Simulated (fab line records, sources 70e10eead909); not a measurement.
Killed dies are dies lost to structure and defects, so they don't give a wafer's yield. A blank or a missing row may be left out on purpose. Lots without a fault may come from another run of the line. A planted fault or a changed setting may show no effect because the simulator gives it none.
Which tool did it? | flow nand_harc | 24 lots, 72 wafers sampled, at 3 steps of a route of 1302

WHAT THE GAUGES READ, wafer by wafer
NHARC_A_M0_THK_MEAS_24: measures by xrf. Usual: thk_nm 113.9 nm, standard deviation 1.2.
lot  | measured     | on            | thk_nm (nm)       | flag
L074 | day 23 07:17 | film_metro-02 | 113.5 114.8 113.9 |
L075 | day 23 09:04 | film_metro-02 | 114.9 114.6 114.8 |
L076 | day 23 16:20 | film_metro-02 | 116.5 115.0 114.6 |
L077 | day 23 17:25 | film_metro-01 | 115.3 113.8 112.7 |
L079 | day 24 13:40 | film_metro-01 | 113.3 113.0 113.9 |
L078 | day 24 15:37 | film_metro-01 | 115.2 116.1 112.5 |
L080 | day 25 05:01 | film_metro-01 | 112.8 112.9 114.8 |
L081 | day 25 08:10 | film_metro-02 | 114.9 116.1 116.5 |
L082 | day 26 17:14 | film_metro-01 | 113.9 114.4 112.5 |
L084 | day 26 18:36 | film_metro-01 | 112.1 116.7 113.8 |
L083 | day 26 23:04 | film_metro-01 | 114.2 115.8 113.4 |
L085 | day 27 08:13 | film_metro-02 | 113.1 114.8 112.8 |
L086 | day 28 04:37 | film_metro-02 | 111.8 111.0 112.9 |
L089 | day 28 10:29 | film_metro-01 | 112.8 113.1 114.9 |
L087 | day 28 12:59 | film_metro-02 | 114.0 112.1 112.5 |
L088 | day 29 02:22 | film_metro-02 | 114.5 113.5 114.1 |
L090 | day 29 04:25 | film_metro-01 | 112.0 113.7 114.2 |
L091 | day 30 08:16 | film_metro-01 | 113.5 113.4 112.2 |
L093 | day 30 11:58 | film_metro-02 | 114.4 115.6 114.1 |
L092 | day 30 12:59 | film_metro-02 | 113.9 113.9 113.5 |
L094 | day 30 23:11 | film_metro-02 | 115.6 113.8 114.6 |
L095 | day 31 21:18 | film_metro-01 | 111.9 114.3 113.8 |
L096 | day 32 04:17 | film_metro-02 | 113.0 113.5 114.6 |
L097 | day 32 14:23 | film_metro-02 | 113.7 112.4 114.4 |

WHICH TOOL RAN EACH LOT (tool, then ch and the chambers of the sampled wafers, then the start)
lot  | NHARC_A_CONTACT_ETCH_88            | NHARC_A_CONTACT_ETCH_136
L074 | rie_diel-04 ch 1,2, day 22 18:12   | har_cap_etch-01 ch 0,1, day 22 19:53
L075 | rie_diel-04 ch 2,3, day 22 20:03   | har_cap_etch-02 ch 0,1, day 22 21:47
L076 | rie_diel-04 ch 2,3, day 23 02:29   | har_cap_etch-03 ch 0,1, day 23 04:10
L077 | rie_diel-04 ch 0,3, day 23 04:01   | har_cap_etch-03 ch 0, day 23 05:47
L079 | rie_diel-04 ch 0,3, day 24 00:40   | har_cap_etch-02 ch 0,1, day 24 02:11
L078 | rie_diel-04 ch 1,2,3, day 24 02:17 | har_cap_etch-03 ch 0,1, day 24 03:47
L080 | rie_diel-04 ch 0,1, day 24 16:05   | har_cap_etch-01 ch 0,1, day 24 17:50
L081 | rie_diel-04 ch 1,3, day 24 19:28   | har_cap_etch-02 ch 0,1, day 24 21:08
L082 | rie_diel-04 ch 1,2, day 26 04:28   | har_cap_etch-01 ch 0,1, day 26 05:58
L084 | rie_diel-11 ch 1,2,3, day 26 05:59 | har_cap_etch-02 ch 0,1, day 26 07:34
L083 | rie_diel-13 ch 0,1, day 26 10:25   | har_cap_etch-01 ch 0,1, day 26 11:56
L085 | rie_diel-04 ch 0,1, day 26 19:52   | har_cap_etch-03 ch 0,1, day 26 21:30
L086 | rie_diel-04 ch 0,2, day 27 16:05   | har_cap_etch-02 ch 0,1, day 27 17:38
L089 | rie_diel-13 ch 0,1,3, day 27 21:44 | har_cap_etch-02 ch 0,1, day 27 23:26
L087 | rie_diel-13 ch 0,3, day 28 00:01   | har_cap_etch-01 ch 0,1, day 28 01:51
L088 | rie_diel-04 ch 0,2,3, day 28 11:59 | har_cap_etch-01 ch 0,1, day 28 13:47
L090 | rie_diel-11 ch 0,2,3, day 28 15:41 | har_cap_etch-02 ch 0,1, day 28 17:15
L091 | rie_diel-04 ch 0,2, day 29 18:55   | har_cap_etch-02 ch 0,1, day 29 20:26
L093 | rie_diel-04 ch 0,1, day 29 22:35   | har_cap_etch-01 ch 0,1, day 30 00:05
L092 | rie_diel-04 ch 1,2,3, day 30 00:33 | har_cap_etch-02 ch 0,1, day 30 02:05
L094 | rie_diel-04 ch 1,2,3, day 30 09:57 | har_cap_etch-02 ch 0,1, day 30 11:40
L095 | rie_diel-11 ch 0,1,2, day 31 08:29 | har_cap_etch-02 ch 0,1, day 31 10:11
L096 | rie_diel-11 ch 0,1,3, day 31 14:50 | har_cap_etch-01 ch 0,1, day 31 16:36
L097 | rie_diel-04 ch 0,1,2, day 32 01:31 | har_cap_etch-01 ch 0,1, day 32 03:07
- NHARC_A_CONTACT_ETCH_88: etches the open film in CF4, target depth 39 nm, time 65 s.
- NHARC_A_CONTACT_ETCH_136: etches the open film in C4F8/O2/Ar, time 311 s, target depth 1912 nm.

WHAT THE TOOLS THEMSELVES READ (means of the sampled wafers that have a number; where no wafer has one, the mark that the record gives instead)
NHARC_A_CONTACT_ETCH_88. Usual: drypump_motor_current_A 5.6 A, standard deviation 0.38; oes_product_au 1.002 a.u., standard deviation 0.01; rf_vpp_V 150.8 V, standard deviation 1; showerhead_plenum_p_Torr 1.74 Torr, standard deviation 0.054; throttle_valve_pct 13.283 %, standard deviation 0.0098.
lot  | tool        | drypump_motor_current_A (A) | oes_product_au (a.u.) | rf_vpp_V (V) | showerhead_plenum_p_Torr (Torr) | throttle_valve_pct (%) | flag
L074 | rie_diel-04 | 5.4                         | 1.012                 | 151.0        | 1.70                            | 13.286                 |
L075 | rie_diel-04 | 5.7                         | 1.011                 | 151.1        | 1.75                            | 13.282                 |
L076 | rie_diel-04 | 5.7                         | 1.011                 | 151.1        | 1.75                            | 13.281                 |
L077 | rie_diel-04 | 5.6                         | 1.003                 | 151.0        | 1.75                            | 13.278                 |
L079 | rie_diel-04 | 5.5                         | 0.991                 | 150.2        | 1.73                            | 13.289                 |
L078 | rie_diel-04 | 5.5                         | 0.997                 | 150.6        | 1.72                            | 13.286                 |
L080 | rie_diel-04 | 5.3                         | 0.990                 | 150.5        | 1.70                            | 13.289                 |
L081 | rie_diel-04 | 5.4                         | 0.997                 | 151.2        | 1.70                            | 13.280                 |
L082 | rie_diel-04 | 5.3                         | 1.004                 | 150.6        | 1.70                            | 13.289                 |
L084 | rie_diel-11 | 5.9                         | 0.993                 | 151.4        | 1.77                            | 13.283                 |
L083 | rie_diel-13 | 5.9                         | 1.001                 | 150.0        | 1.71                            | 13.282                 |
L085 | rie_diel-04 | 5.3                         | 0.995                 | 149.7        | 1.69                            | 13.273                 |
L086 | rie_diel-04 | 5.6                         | 1.009                 | 150.3        | 1.73                            | 13.280                 |
L089 | rie_diel-13 | 5.5                         | 1.004                 | 151.4        | 1.76                            | 13.281                 |
L087 | rie_diel-13 | 6.1                         | 1.004                 | 150.7        | 1.77                            | 13.289                 |
L088 | rie_diel-04 | 5.6                         | 0.995                 | 150.3        | 1.74                            | 13.284                 |
L090 | rie_diel-11 | 5.8                         | 0.998                 | 151.3        | 1.81                            | 13.286                 |
L091 | rie_diel-04 | 5.6                         | 1.012                 | 152.0        | 1.73                            | 13.288                 |
L093 | rie_diel-04 | 5.4                         | 1.004                 | 149.9        | 1.70                            | 13.275                 |
L092 | rie_diel-04 | 5.5                         | 0.998                 | 150.5        | 1.72                            | 13.289                 |
L094 | rie_diel-04 | 5.5                         | 0.997                 | 149.8        | 1.72                            | 13.284                 |
L095 | rie_diel-11 | 5.9                         | 1.001                 | 151.4        | 1.75                            | 13.278                 |
L096 | rie_diel-11 | 6.2                         | 1.000                 | 151.3        | 1.81                            | 13.279                 |
L097 | rie_diel-04 | 5.4                         | 0.999                 | 150.5        | 1.71                            | 13.287                 |

THE ANSWER, worked out from the rows above alone
Rule: a lot is off if the mean of its wafers that have a number lies more than 3 standard deviations from the usual mean. A lot without any number at a reading at which 4 lots or more have one is off too. The other lots that the step has rows for count as sound. The gauges are gone through in route order, then the tools' own readings, and for those a lot's mean is taken as printed above. The first step at which some lot is off is used, and at that step the reading that is off furthest; a lot without a number counts as furthest.
No lot is off at any reading shown: from this, nothing can be told.

WHAT THE SIMULATOR HAD PUT IN
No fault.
